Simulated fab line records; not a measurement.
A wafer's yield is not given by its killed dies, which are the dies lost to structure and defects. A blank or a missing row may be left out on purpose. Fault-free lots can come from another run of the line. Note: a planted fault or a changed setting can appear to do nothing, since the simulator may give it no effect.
Matching of chambers -- flow nand harc -- NHARC_THIN_TSV_DESCUM_35 on rie diel-09: 4 sister chambers
The step chemistry O2, time 3 s. 4 wafers are shown with their chamber, then 7 later ones without.

== WAFERS WITH THEIR CHAMBER ==
wafer,chamber,drypump motor current A (A)
L222.4,0,5.4
L228.6,1,5.6
L229.1,3,5.9
L229.2,2,6.0

== WAFERS WITH NO CHAMBER GIVEN ==
wafer,drypump motor current A (A)
L229.5,6.0
L230.2,6.0
L230.3,5.4
L230.6,5.5
L231.1,5.6
L231.4,5.4
L231.6,5.6

== EACH ONE'S CHAMBER ==
wafer,from the rows above,in truth
L229.5,2,2
L230.2,2,2
L230.3,0,0
L230.6,can't be placed: 0 or 1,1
L231.1,1,1
L231.4,0,0
L231.6,1,1
Correctly placed: 6 of 7. These rows do not allow placing 1 (true chamber among the candidates in 1). 0 placed wrongly.
How it was worked out, from the rows above alone: a wafer's distance from a chamber is the root of the sum, over the readings, of the square of ((its reading less the chamber's mean) divided by the reading's scatter). If the next closest chamber is less than 2 further off than the closest, the wafer can't be placed; otherwise it belongs to the closest. Each chamber's mean is taken over the wafers shown for it. The scatter: with one shown wafer a chamber, the root of the mean of the squares of how far each hidden wafer lies from its nearest shown one.
